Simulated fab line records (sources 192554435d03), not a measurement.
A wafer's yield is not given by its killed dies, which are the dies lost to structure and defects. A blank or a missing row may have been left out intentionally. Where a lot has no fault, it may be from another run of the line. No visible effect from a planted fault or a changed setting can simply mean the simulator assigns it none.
fab line records | flow n5-finfet
record lots=7 | wafers=39
route steps=1938 shown FIN_CUT@169 DUMMY_GATE@243 SD_EPI_P@310 HKMG_FIN@402 GATE_CUT@466 MOL_CONTACT_COAG@570 PASSIVATION@1936
start-h: hours from the record's first day to the start of the lot's first wafer shown | wait-h: time in hours since the lot's previous step | " repeats the value in the row above | L1.1+2: one row covering several wafers at once | - either no value or no given start | * or withheld: withheld | < > ~ a bound
route shown NAME@n: NAME is a module with steps in the file, n the number in the route of the first one | usual: mean and standard deviation over wafers with no fault | same: alike in all rows | chamber/n: place in a boat | sites: the reading at each site | _std_site: how widely they spread, as a standard deviation | _edge_site: outer sites' mean less inner sites' | radius-mm: how far each site lies from the wafer's centre | mask NAME#n: copy n | behind: the last tool/chamber to shape the wafer | hold: reason for holding the lot/hours on hold/outcome of the hold | device: names the non-switching transistor (n, p or np) | end of line: the route-end tests of the same wafers | a step with no rows: only its recipe | killed: not the wafer's yield, but the dies lost to structure and defects at the first sort | map: a wafer's dies, x killed, . not, _ none there
set.NAME: the setting as run; set.NAME@STEP: as run at that earlier step | model.NAME: the simulator's own value behind a step, which no gauge read
lots where settings were altered on purpose, with a table for each step and a row for each wafer
## steps
# step N5_FIN_CUT_ETCH_21
# recipe chemistry=N2/H2 | target=SOC | target-depth-a=2190 | overetch-a=438 | mask-material=SiARC | temp-c=40 | ion-energy-ev=100 | bias-w=61 | time-s=523.5 | pressure-mtorr=30 | source-w=850 | n2-flow-sccm=200 | h2-flow-sccm=200
# step N5_DUMMY_GATE_ETCH_31
# recipe chemistry=C4F6/O2 | target=SiO2 | mask-material=SOC | target-depth-a=825 | time-s=27.5 | ion-energy-ev=250 | pressure-mtorr=30 | source-w=345 | bias-w=185 | Ar_flow_sccm=300 | C4F6_flow_sccm=10 | O2_flow_sccm=10
# step N5_DUMMY_GATE_ETCH_44
# recipe chemistry=HBr/O2 | over-etch-frac=0.7 | target-depth-a=1275 | stop-on=SiO2 | ion-energy-ev=60 | bias-w=20 | target=poly-Si | mask-material=SiO2 | pressure-mtorr=20 | icp-w=400 | HBr_flow_sccm=120 | O2_flow_sccm=10
# step N5_SD_EPI_P_ETCHBACK_46
# recipe chemistry=CH3F/O2 | mode=anisotropic-etchback | target=SiNx | target-depth-a=175 | stop-on=SiO2 | over-etch-frac=0.3 | ion-energy-ev=120 | pressure-mtorr=30 | source-w=395 | bias-w=73 | Ar_flow_sccm=150 | CH3F_flow_sccm=30 | O2_flow_sccm=20
# step N5_HKMG_FIN_ETCH_54
# recipe chemistry=CF4 | target=SiARC | target-depth-a=455 | mask-material=CAR-ArF | time-s=75.8 | ion-energy-ev=80 | pressure-mtorr=40 | source-w=545 | bias-w=36 | Ar_flow_sccm=100 | cf4-flow-sccm=100 | ends=cleared
# step N5_HKMG_FIN_ETCH_32
# recipe chemistry=N2/H2 | target=SOC | target-depth-a=2400 | temp-c=40 | time-s=300 | ion-energy-ev=200 | mask-material=SiARC | pressure-mtorr=30 | source-w=840 | bias-w=150 | n2-flow-sccm=200 | h2-flow-sccm=200
# step N5_GATE_CUT_ETCH_56
# recipe chemistry=Cl2/Ar | target=TiN | target-depth-a=216 | pressure-mtorr=10 | icp-w=600 | bias-w=60 | Cl2_flow_sccm=40 | Ar_flow_sccm=60
# step N5_GATE_CUT_CUT_ETCH_53
# recipe chemistry=SF6/Cl2 | target=W | mask-material=SiO2 | target-depth-a=792 | pressure-mtorr=8 | icp-w=900 | bias-w=80 | SF6_flow_sccm=40 | Cl2_flow_sccm=60 | ends=cleared
# step N5_MOL_CONTACT_COAG_EXPOSE_81
# recipe mask-id=VG | na=0.33 | source-shape=annular | sigma-inner=0.3 | sigma-outer=0.7 | polarization=unpolarized | defocus-nm=0 | dose-mj=59.5
# step N5_PASSIVATION_PROBE_49
# usual defect-limited-yield=91.0/1.4 | killed-at-contacts=13/5.6 | killed-dies=106/16 | sort_bin_5_function=5.3/0.89
lot.wafer | tool      | chamber | start-h | wait-h | set.time-s@FIN_CUT_ETCH_21 | set.target-depth-a@DUMMY_GATE_ETCH_31 | set.target-depth-a@DUMMY_GATE_ETCH_44 | set.over-etch-frac@SD_EPI_P_ETCHBACK_46 | set.source-w@HKMG_FIN_ETCH_54 | set.bias-w@HKMG_FIN_ETCH_32 | set.icp-w@GATE_CUT_ETCH_56 | set.icp-w@GATE_CUT_CUT_ETCH_53 | set.dose-mj@MOL_CONTACT_COAG_EXPOSE_81 | defect-limited-yield[%] | killed-at-contacts | killed-dies | sort_bin_5_function[%]
L079.1    | prober-02 | -       | 307.32  | 0.0    | 484.5                      | 825                                   | 1356                                  | 0.3                                     | 447.6                         | 128.1                       | 600                        | 900                            | 56.03                                  | 83.7                    | 102                | 192         | 9.5
L079.2    | prober-02 | -       | 307.37  | 0.1    | 484.5                      | 825                                   | 1356                                  | 0.3                                     | 545                           | 150                         | 600                        | 900                            | 56.03                                  | 83.2                    | 90                 | 198         | 9.6
L079.3    | prober-02 | -       | 307.42  | 0.1    | 523.5                      | 825                                   | 1356                                  | 0.3                                     | 447.6                         | 150                         | 600                        | 900                            | 59.5                                   | 92.1                    | 9                  | 93          | 5.0
L079.4    | prober-02 | -       | 307.47  | 0.2    | 523.5                      | 825                                   | 1275                                  | 0.3                                     | 545                           | 128.1                       | 600                        | 900                            | 59.5                                   | 92.3                    | 18                 | 91          | 3.6
L079.5    | prober-02 | -       | 307.52  | 0.2    | 484.5                      | 825                                   | 1275                                  | 0.3                                     | 545                           | 128.1                       | 600                        | 900                            | 59.5                                   | 92.9                    | 12                 | 84          | 4.7
L079.6    | prober-02 | -       | 307.57  | 0.3    | 523.5                      | 825                                   | 1275                                  | 0.3                                     | 447.6                         | 150                         | 600                        | 900                            | 56.03                                  | 81.6                    | 110                | 217         | 9.7
L085.1    | prober-02 | -       | 355.28  | 0.0    | 523.5                      | 898                                   | 1275                                  | 0.2939                                  | 647.2                         | 150                         | 600                        | 900                            | 59.5                                   | 89.2                    | 13                 | 128         | 5.3
L085.2    | prober-02 | -       | 355.33  | 0.1    | 523.5                      | 825                                   | 1275                                  | 0.3                                     | 545                           | 135                         | 563                        | 1035                           | 59.5                                   | 91.0                    | 3                  | 106         | 5.3
L085.3    | prober-02 | -       | 355.38  | 0.1    | 523.5                      | 825                                   | 1416                                  | 0.2939                                  | 647.2                         | 135                         | 600                        | 1035                           | 59.5                                   | 89.8                    | 14                 | 120         | 6.0
L085.4    | prober-02 | -       | 355.43  | 0.2    | 490.5                      | 825                                   | 1275                                  | 0.3                                     | 647.2                         | 150                         | 563                        | 1035                           | 59.5                                   | 90.3                    | 11                 | 115         | 5.4
L085.5    | prober-02 | -       | 355.48  | 0.2    | 490.5                      | 898                                   | 1416                                  | 0.3                                     | 545                           | 150                         | 600                        | 900                            | 59.5                                   | 93.0                    | 7                  | 83          | 3.7
L085.6    | prober-02 | -       | 355.53  | 0.3    | 490.5                      | 898                                   | 1416                                  | 0.2939                                  | 545                           | 135                         | 563                        | 900                            | 59.5                                   | 93.5                    | 8                  | 77          | 3.1
L084.1    | prober-02 | -       | 372.00  | 0.0    | 523.5                      | 825                                   | 1222                                  | 0.2865                                  | 545                           | 150                         | 600                        | 817.2                          | 59.5                                   | 90.3                    | 11                 | 114         | 6.3
L084.2    | prober-02 | -       | 372.05  | 0.1    | 523.5                      | 825                                   | 1275                                  | 0.2865                                  | 582.1                         | 150                         | 527.5                      | 817.2                          | 59.5                                   | 89.3                    | 14                 | 126         | 5.5
L084.3    | prober-02 | -       | 372.10  | 0.1    | 523.5                      | 825                                   | 1275                                  | 0.3                                     | 582.1                         | 132.2                       | 600                        | 817.2                          | 59.5                                   | 92.5                    | 12                 | 88          | 4.6
L084.4    | prober-02 | -       | 372.15  | 0.2    | 523.5                      | 825                                   | 1222                                  | 0.3                                     | 582.1                         | 132.2                       | 527.5                      | 900                            | 59.5                                   | 91.1                    | 18                 | 105         | 4.8
L084.5    | prober-02 | -       | 372.20  | 0.2    | 523.5                      | 825                                   | 1275                                  | 0.3                                     | 545                           | 150                         | 527.5                      | 900                            | 59.5                                   | 90.9                    | 17                 | 107         | 5.2
L084.6    | prober-02 | -       | 372.25  | 0.3    | 523.5                      | 825                                   | 1222                                  | 0.2865                                  | 545                           | 132.2                       | 600                        | 900                            | 59.5                                   | 90.4                    | 17                 | 113         | 5.9
L088.1    | prober-01 | -       | 373.34  | 0.0    | 523.5                      | 825                                   | 1275                                  | 0.3096                                  | 580.6                         | 150                         | 600                        | 900                            | 59.5                                   | 91.4                    | 19                 | 101         | 5.3
L088.2    | prober-01 | -       | 373.39  | 0.1    | 523.5                      | 825                                   | 1195                                  | 0.3                                     | 545                           | 135.9                       | 600                        | 900                            | 59.5                                   | 91.9                    | 16                 | 96          | 4.4
L088.3    | prober-01 | -       | 373.44  | 0.1    | 637.2                      | 825                                   | 1195                                  | 0.3                                     | 580.6                         | 150                         | 528.6                      | 825.2                          | 59.5                                   | 88.2                    | 8                  | 139         | 6.4
L088.4    | prober-01 | -       | 373.49  | 0.2    | 523.5                      | 825                                   | 1275                                  | 0.3096                                  | 580.6                         | 135.9                       | 600                        | 825.2                          | 59.5                                   | 91.7                    | 11                 | 98          | 4.7
L088.5    | prober-01 | -       | 373.54  | 0.2    | 637.2                      | 825                                   | 1275                                  | 0.3                                     | 545                           | 150                         | 528.6                      | 825.2                          | 59.5                                   | 88.7                    | 22                 | 133         | 6.7
L088.6    | prober-01 | -       | 373.59  | 0.3    | 637.2                      | 825                                   | 1195                                  | 0.3096                                  | 545                           | 135.9                       | 528.6                      | 900                            | 59.5                                   | 90.8                    | 26                 | 109         | 5.6
L094.1    | prober-02 | -       | 411.44  | 0.0    | 629.5                      | 825                                   | 1194                                  | 0.3                                     | 545                           | 159.7                       | 600                        | 954.5                          | 56.57                                  | 88.1                    | 53                 | 140         | 7.1
L094.2    | prober-02 | -       | 411.49  | 0.1    | 629.5                      | 825                                   | 1275                                  | 0.3                                     | 545                           | 150                         | 600                        | 954.5                          | 59.5                                   | 89.5                    | 17                 | 124         | 6.4
L094.3    | prober-02 | -       | 411.54  | 0.1    | 523.5                      | 907.9                                 | 1275                                  | 0.3                                     | 545                           | 159.7                       | 600                        | 900                            | 59.5                                   | 90.4                    | 14                 | 113         | 5.3
L094.4    | prober-02 | -       | 411.59  | 0.2    | 523.5                      | 825                                   | 1194                                  | 0.3106                                  | 545                           | 150                         | 600                        | 900                            | 56.57                                  | 86.8                    | 75                 | 156         | 7.7
L094.5    | prober-02 | -       | 411.64  | 0.2    | 523.5                      | 907.9                                 | 1275                                  | 0.3106                                  | 545                           | 159.7                       | 600                        | 900                            | 56.57                                  | 85.6                    | 67                 | 170         | 8.2
L094.6    | prober-02 | -       | 411.69  | 0.3    | 629.5                      | 907.9                                 | 1194                                  | 0.3106                                  | 545                           | 150                         | 600                        | 954.5                          | 59.5                                   | 89.3                    | 17                 | 126         | 5.9
L095.4    | prober-01 | -       | 415.61  | 0.2    | 523.5                      | 825                                   | 1275                                  | 0.3                                     | 545                           | 150                         | 600                        | 900                            | 59.5                                   | 89.4                    | 18                 | 125         | 6.4
L095.5    | prober-01 | -       | 415.66  | 0.2    | 523.5                      | 825                                   | 1275                                  | 0.3                                     | 545                           | 150                         | 600                        | 900                            | 59.5                                   | 90.9                    | 12                 | 107         | 5.9
L095.6    | prober-01 | -       | 415.71  | 0.3    | 523.5                      | 825                                   | 1275                                  | 0.3                                     | 545                           | 150                         | 600                        | 900                            | 59.5                                   | 90.5                    | 16                 | 112         | 6.0
L097.1    | prober-02 | -       | 419.53  | 0.0    | 490.1                      | 825                                   | 1275                                  | 0.2782                                  | 545                           | 142                         | 514.3                      | 799.1                          | 59.5                                   | 92.7                    | 13                 | 86          | 4.1
L097.2    | prober-02 | -       | 419.58  | 0.1    | 523.5                      | 825                                   | 1220                                  | 0.2782                                  | 545                           | 142                         | 600                        | 799.1                          | 56.37                                  | 87.7                    | 66                 | 145         | 6.8
L097.3    | prober-02 | -       | 419.63  | 0.1    | 490.1                      | 825                                   | 1220                                  | 0.3                                     | 545                           | 142                         | 600                        | 900                            | 59.5                                   | 90.0                    | 28                 | 118         | 5.8
L097.4    | prober-02 | -       | 419.68  | 0.2    | 523.5                      | 825                                   | 1275                                  | 0.3                                     | 545                           | 150                         | 514.3                      | 799.1                          | 59.5                                   | 90.8                    | 12                 | 108         | 5.4
L097.5    | prober-02 | -       | 419.73  | 0.2    | 523.5                      | 825                                   | 1275                                  | 0.3                                     | 545                           | 150                         | 600                        | 900                            | 56.37                                  | 84.7                    | 73                 | 181         | 9.9
L097.6    | prober-02 | -       | 419.78  | 0.3    | 490.1                      | 825                                   | 1220                                  | 0.2782                                  | 545                           | 150                         | 514.3                      | 900                            | 56.37                                  | 87.4                    | 61                 | 149         | 7.4
# killed by level:class
L079.1 MOL_CONTACT_COAG:area-expose=87 FIN_SAQP:geometric-particle:short=14 STI_FIN_REVEAL:geometric-particle:open=13 MOL_CONTACT_COAG:geometric-particle:open=13 FIN_SAQP:geometric-particle:open=12 BEOL_M4:geometric-particle:open=6 GATE_CUT:geometric-particle:open=5 STARTING-WAFER:geometric-particle:open=5
L079.2 MOL_CONTACT_COAG:area-expose=79 FIN_SAQP:geometric-particle:short=23 FIN_SAQP:geometric-particle:open=16 BEOL_M4:geometric-particle:open=13 MOL_CONTACT_COAG:geometric-particle:open=8 GATE_CUT:geometric-particle:open=6 STI_FIN_REVEAL:geometric-particle:open=5 BEOL_M2:geometric-particle:open=5
L079.3 FIN_SAQP:geometric-particle:open=24 FIN_SAQP:geometric-particle:short=10 MOL_CONTACT_COAG:geometric-particle:open=8 BEOL_M0_SAQP:geometric-particle:open=5 STARTING-WAFER:geometric-particle:open=5 DUMMY_GATE:geometric-particle:open=4 BEOL_M2:geometric-particle:open=4 STI_FIN_REVEAL:geometric-particle:open=3
L079.4 MOL_CONTACT_COAG:geometric-particle:open=15 BEOL_M0_SAQP:geometric-particle:short=8 FIN_SAQP:geometric-particle:short=7 STI_FIN_REVEAL:geometric-particle:open=7 HKMG_FIN:area-etch=7 BEOL_M2:geometric-particle:open=6 GATE_CUT:geometric-particle:open=6 FIN_SAQP:geometric-particle:open=4
L079.5 MOL_CONTACT_COAG:geometric-particle:open=10 FIN_SAQP:geometric-particle:short=8 STI_FIN_REVEAL:geometric-particle:open=8 GATE_CUT:geometric-particle:short=7 FIN_SAQP:geometric-particle:open=6 GATE_CUT:geometric-particle:open=5 BEOL_M2:geometric-particle:short=4 DUMMY_GATE:geometric-particle:open=3
L079.6 MOL_CONTACT_COAG:area-expose=93 FIN_SAQP:geometric-particle:short=12 MOL_CONTACT_COAG:geometric-particle:open=12 FIN_SAQP:geometric-particle:open=8 BEOL_M2:geometric-particle:open=8 HKMG_FIN:area-etch=7 STI_FIN_REVEAL:geometric-particle:open=5 GATE_CUT:geometric-particle:short=5
L085.1 STI_FIN_REVEAL:geometric-particle:open=16 BEOL_M2:geometric-particle:open=10 MOL_CONTACT_COAG:geometric-particle:open=9 FIN_SAQP:geometric-particle:open=8 BEOL_M3:geometric-particle:open=8 BEOL_M4:geometric-particle:open=7 FIN_SAQP:geometric-particle:short=5 BEOL_M0_SAQP:geometric-particle:open=5
L085.2 BEOL_M3:geometric-particle:open=13 BEOL_M0_SAQP:geometric-particle:short=11 FIN_SAQP:geometric-particle:short=8 STI_FIN_REVEAL:geometric-particle:open=8 FIN_SAQP:geometric-particle:open=7 BEOL_M0_SAQP:geometric-particle:open=6 BEOL_M1:geometric-particle:open=6 BEOL_M4:geometric-particle:open=5
L085.3 STI_FIN_REVEAL:geometric-particle:open=12 MOL_CONTACT_COAG:geometric-particle:open=11 BEOL_M4:geometric-particle:open=8 FIN_SAQP:geometric-particle:open=7 FIN_SAQP:geometric-particle:short=7 BEOL_M5:geometric-particle:open=7 BEOL_M3:geometric-particle:open=6 STI_FIN_REVEAL:geometric-particle:short=5
L085.4 BEOL_M3:geometric-particle:open=14 FIN_SAQP:geometric-particle:open=11 MOL_CONTACT_COAG:geometric-particle:open=10 BEOL_M0_SAQP:geometric-particle:short=7 BEOL_M4:geometric-particle:open=7 BEOL_M2:geometric-particle:open=6 BEOL_M0_SAQP:geometric-particle:open=5 BEOL_M0:geometric-particle:short=5
L085.5 BEOL_M3:geometric-particle:open=9 FIN_SAQP:geometric-particle:open=6 BEOL_M4:geometric-particle:open=6 DUMMY_GATE:geometric-particle:open=5 MOL_CONTACT_COAG:geometric-particle:open=5 BEOL_M2:geometric-particle:open=5 FIN_SAQP:geometric-particle:short=3 BEOL_M0_SAQP:geometric-particle:short=3
L085.6 BEOL_M1:geometric-particle:open=9 MOL_CONTACT_COAG:geometric-particle:open=7 BEOL_M3:geometric-particle:open=7 BEOL_M0_SAQP:geometric-particle:open=6 BEOL_M8:geometric-particle:open=5 FIN_SAQP:geometric-particle:short=3 DUMMY_GATE:geometric-particle:open=3 BEOL_M0_SAQP:geometric-particle:short=3
L084.1 BEOL_M4:geometric-particle:open=13 FIN_SAQP:geometric-particle:short=8 DUMMY_GATE:geometric-particle:open=8 MOL_CONTACT_COAG:geometric-particle:open=7 BEOL_M0_SAQP:geometric-particle:open=6 STI_FIN_REVEAL:geometric-particle:open=5 ILD0:geometric-particle:short=5 BEOL_M1:geometric-particle:open=5
L084.2 FIN_SAQP:geometric-particle:open=13 MOL_CONTACT_COAG:geometric-particle:open=13 BEOL_M4:geometric-particle:open=12 BEOL_M2:geometric-particle:open=10 FIN_SAQP:geometric-particle:short=8 BEOL_M0_SAQP:geometric-particle:short=6 STI_FIN_REVEAL:geometric-particle:open=5 STARTING-WAFER:geometric-particle:open=5
L084.3 BEOL_M4:geometric-particle:open=12 MOL_CONTACT_COAG:geometric-particle:open=10 DUMMY_GATE:geometric-particle:open=6 BEOL_M7:geometric-particle:open=6 BEOL_M8:geometric-particle:open=5 BEOL_M0_SAQP:geometric-particle:open=5 FIN_SAQP:geometric-particle:open=3 FIN_SAQP:geometric-particle:short=3
L084.4 BEOL_M1:geometric-particle:open=16 MOL_CONTACT_COAG:geometric-particle:open=15 BEOL_M0_SAQP:geometric-particle:short=8 STI_FIN_REVEAL:geometric-particle:open=7 DUMMY_GATE:geometric-particle:open=5 BEOL_M4:geometric-particle:open=5 BEOL_M3:geometric-particle:open=4 HKMG_FIN:area-etch=4
L084.5 MOL_CONTACT_COAG:geometric-particle:open=12 BEOL_M4:geometric-particle:open=11 DUMMY_GATE:geometric-particle:open=10 STI_FIN_REVEAL:geometric-particle:open=9 BEOL_M0_SAQP:geometric-particle:open=5 MOL_CONTACT_COAG:geometric-particle:short=4 BEOL_M0_SAQP:geometric-particle:short=4 BEOL_M2:geometric-particle:open=4
L084.6 BEOL_M4:geometric-particle:open=14 MOL_CONTACT_COAG:geometric-particle:open=12 BEOL_M0_SAQP:geometric-particle:short=12 BEOL_M1:geometric-particle:open=9 STI_FIN_REVEAL:geometric-particle:open=7 GATE_CUT:geometric-particle:short=6 MOL_CONTACT_COAG:geometric-particle:short=5 BEOL_M2:geometric-particle:open=5
L088.1 MOL_CONTACT_COAG:geometric-particle:open=14 FIN_SAQP:geometric-particle:open=10 BEOL_M0_SAQP:geometric-particle:open=9 STI_FIN_REVEAL:geometric-particle:open=8 BEOL_M0_SAQP:geometric-particle:short=7 ILD0:geometric-particle:open=5 BEOL_M2:geometric-particle:open=5 FIN_SAQP:geometric-particle:short=4
L088.2 BEOL_M0_SAQP:geometric-particle:short=13 FIN_SAQP:geometric-particle:open=12 MOL_CONTACT_COAG:geometric-particle:open=11 STI_FIN_REVEAL:geometric-particle:open=9 ILD0:geometric-particle:open=8 BEOL_M0_SAQP:geometric-particle:open=7 MOL_CONTACT_COAG:geometric-particle:short=5 BEOL_M4:geometric-particle:open=5
L088.3 STI_FIN_REVEAL:geometric-particle:open=23 BEOL_M0_SAQP:geometric-particle:open=13 BEOL_M1:geometric-particle:open=11 BEOL_M2:geometric-particle:open=10 FIN_SAQP:geometric-particle:open=9 MOL_CONTACT_COAG:geometric-particle:open=8 ILD0:geometric-particle:open=7 BEOL_M0_SAQP:geometric-particle:short=7
L088.4 FIN_SAQP:geometric-particle:open=11 MOL_CONTACT_COAG:geometric-particle:open=9 STI_FIN_REVEAL:geometric-particle:open=7 BEOL_M4:geometric-particle:open=7 BEOL_M0_SAQP:geometric-particle:short=6 FIN_SAQP:geometric-particle:short=5 BEOL_M2:geometric-particle:open=5 BEOL_M3:geometric-particle:open=5
L088.5 BEOL_M0_SAQP:geometric-particle:short=20 MOL_CONTACT_COAG:geometric-particle:open=18 FIN_SAQP:geometric-particle:open=11 GATE_CUT:geometric-particle:short=9 BEOL_M0_SAQP:geometric-particle:open=9 FIN_SAQP:geometric-particle:short=8 BEOL_M1:geometric-particle:open=7 BEOL_M2:geometric-particle:open=6
L088.6 MOL_CONTACT_COAG:geometric-particle:open=21 FIN_SAQP:geometric-particle:open=9 STI_FIN_REVEAL:geometric-particle:open=8 GATE_CUT:geometric-particle:short=6 FIN_SAQP:geometric-particle:short=5 MOL_CONTACT_COAG:geometric-particle:short=5 ILD0:geometric-particle:short=4 BEOL_M0_SAQP:geometric-particle:open=4
L094.1 MOL_CONTACT_COAG:area-expose=42 BEOL_M3:geometric-particle:open=15 BEOL_M4:geometric-particle:open=13 STI_FIN_REVEAL:geometric-particle:open=10 MOL_CONTACT_COAG:geometric-particle:open=7 FIN_SAQP:geometric-particle:short=4 GATE_CUT:geometric-particle:short=4 MOL_CONTACT_COAG:geometric-particle:short=4
L094.2 BEOL_M2:geometric-particle:open=15 MOL_CONTACT_COAG:geometric-particle:open=13 BEOL_M3:geometric-particle:open=13 FIN_SAQP:geometric-particle:short=10 FIN_SAQP:geometric-particle:open=8 GATE_CUT:geometric-particle:short=8 BEOL_M1:geometric-particle:open=6 STARTING-WAFER:geometric-particle:open=6
L094.3 FIN_SAQP:geometric-particle:short=18 MOL_CONTACT_COAG:geometric-particle:open=12 BEOL_M3:geometric-particle:open=8 FIN_SAQP:geometric-particle:open=7 STI_FIN_REVEAL:geometric-particle:open=7 HKMG_FIN:area-etch=7 DUMMY_GATE:geometric-particle:open=6 BEOL_M0_SAQP:geometric-particle:open=6
L094.4 MOL_CONTACT_COAG:area-expose=54 MOL_CONTACT_COAG:geometric-particle:open=17 FIN_SAQP:geometric-particle:short=14 BEOL_M1:geometric-particle:open=9 BEOL_M3:geometric-particle:open=9 FIN_SAQP:geometric-particle:open=7 BEOL_M0_SAQP:geometric-particle:short=6 BEOL_M4:geometric-particle:short=5
L094.5 MOL_CONTACT_COAG:area-expose=45 MOL_CONTACT_COAG:geometric-particle:open=15 BEOL_M4:geometric-particle:open=14 FIN_SAQP:geometric-particle:short=12 BEOL_M1:geometric-particle:open=10 BEOL_M3:geometric-particle:open=8 STI_FIN_REVEAL:geometric-particle:open=7 MOL_CONTACT_COAG:geometric-particle:short=7
L094.6 MOL_CONTACT_COAG:geometric-particle:open=13 STI_FIN_REVEAL:geometric-particle:open=12 BEOL_M4:geometric-particle:open=11 BEOL_M3:geometric-particle:open=10 FIN_SAQP:geometric-particle:open=9 FIN_SAQP:geometric-particle:short=7 BEOL_M0_SAQP:geometric-particle:short=7 BEOL_M0_SAQP:geometric-particle:open=6
L095.4 BEOL_M4:geometric-particle:open=15 FIN_SAQP:geometric-particle:open=14 MOL_CONTACT_COAG:geometric-particle:open=14 FIN_SAQP:geometric-particle:short=10 BEOL_M0_SAQP:geometric-particle:open=7 BEOL_M0_SAQP:geometric-particle:short=6 BEOL_M1:geometric-particle:open=6 BEOL_M1:geometric-particle:short=5
L095.5 FIN_SAQP:geometric-particle:open=13 MOL_CONTACT_COAG:geometric-particle:open=9 GATE_CUT:geometric-particle:short=8 FIN_SAQP:geometric-particle:short=7 BEOL_M3:geometric-particle:open=7 BEOL_M1:geometric-particle:short=5 BEOL_M1:geometric-particle:open=5 BEOL_M2:geometric-particle:open=5
L095.6 MOL_CONTACT_COAG:geometric-particle:open=14 GATE_CUT:geometric-particle:short=11 FIN_SAQP:geometric-particle:open=7 FIN_SAQP:geometric-particle:short=7 GATE_CUT:geometric-particle:open=7 PAD_METAL:geometric-particle:open=6 BEOL_M0_SAQP:geometric-particle:open=5 BEOL_M0_SAQP:geometric-particle:short=5
L097.1 BEOL_M1:geometric-particle:open=11 DUMMY_GATE:geometric-particle:open=8 FIN_SAQP:geometric-particle:short=7 MOL_CONTACT_COAG:geometric-particle:open=7 STI_FIN_REVEAL:geometric-particle:open=5 MOL_CONTACT_COAG:geometric-particle:short=5 BEOL_M0_SAQP:geometric-particle:open=5 BEOL_M1:geometric-particle:short=4
L097.2 MOL_CONTACT_COAG:area-expose=57 FIN_SAQP:geometric-particle:short=14 BEOL_M1:geometric-particle:open=12 MOL_CONTACT_COAG:geometric-particle:open=8 FIN_SAQP:geometric-particle:open=5 STI_FIN_REVEAL:geometric-particle:open=4 BEOL_M0_SAQP:geometric-particle:short=4 BEOL_M2:geometric-particle:open=4
L097.3 MOL_CONTACT_COAG:geometric-particle:open=22 BEOL_M0_SAQP:geometric-particle:short=11 FIN_SAQP:geometric-particle:short=9 BEOL_M4:geometric-particle:open=8 DUMMY_GATE:geometric-particle:open=7 BEOL_M0_SAQP:geometric-particle:open=7 FIN_SAQP:geometric-particle:open=6 MOL_CONTACT_COAG:geometric-particle:short=5
L097.4 BEOL_M0_SAQP:geometric-particle:open=11 BEOL_M1:geometric-particle:open=9 FIN_SAQP:geometric-particle:short=8 STI_FIN_REVEAL:geometric-particle:open=8 MOL_CONTACT_COAG:geometric-particle:open=8 BEOL_M0_SAQP:geometric-particle:short=8 DUMMY_GATE:geometric-particle:open=5 BEOL_M3:geometric-particle:open=5
L097.5 MOL_CONTACT_COAG:area-expose=59 BEOL_M4:geometric-particle:open=13 FIN_SAQP:geometric-particle:short=12 DUMMY_GATE:geometric-particle:open=11 MOL_CONTACT_COAG:geometric-particle:open=8 BEOL_M0_SAQP:geometric-particle:open=7 BEOL_M1:geometric-particle:open=7 STI_FIN_REVEAL:geometric-particle:open=6
L097.6 MOL_CONTACT_COAG:area-expose=53 BEOL_M4:geometric-particle:open=9 DUMMY_GATE:geometric-particle:open=8 STI_FIN_REVEAL:geometric-particle:open=7 MOL_CONTACT_COAG:geometric-particle:open=6 BEOL_M0_SAQP:geometric-particle:short=5 BEOL_M1:geometric-particle:open=5 BEOL_M2:geometric-particle:open=5
## key
split step=N5_FIN_CUT_ETCH_21 | setting=time-s | stated-as=523.5
response none clear
split step=N5_DUMMY_GATE_ETCH_31 | setting=target-depth-a | stated-as=825
response none clear
split step=N5_DUMMY_GATE_ETCH_44 | setting=target-depth-a | stated-as=1275
response none clear
split step=N5_SD_EPI_P_ETCHBACK_46 | setting=over-etch-frac | stated-as=0.3
response none clear
split step=N5_HKMG_FIN_ETCH_54 | setting=source-w | stated-as=545
response none clear
split step=N5_HKMG_FIN_ETCH_32 | setting=bias-w | stated-as=150
response none clear
split step=N5_GATE_CUT_ETCH_56 | setting=icp-w | stated-as=600
response none clear
split step=N5_GATE_CUT_CUT_ETCH_53 | setting=icp-w | stated-as=900
response none clear
split step=N5_MOL_CONTACT_COAG_EXPOSE_81 | setting=dose-mj | stated-as=59.5
response step=N5_PASSIVATION_PROBE_49 | reading=killed-at-contacts | slope=-11.9 | per=1% | together-with=all | explained=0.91
response step=N5_PASSIVATION_PROBE_49 | reading=defect-limited-yield | slope=+1.11 | per=1% | together-with=all | explained=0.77
response step=N5_PASSIVATION_PROBE_49 | reading=killed-dies | slope=-13.1 | per=1% | together-with=all | explained=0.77
response step=N5_PASSIVATION_PROBE_49 | reading=sort_bin_5_function | slope=-0.616 | per=1% | together-with=all | explained=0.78
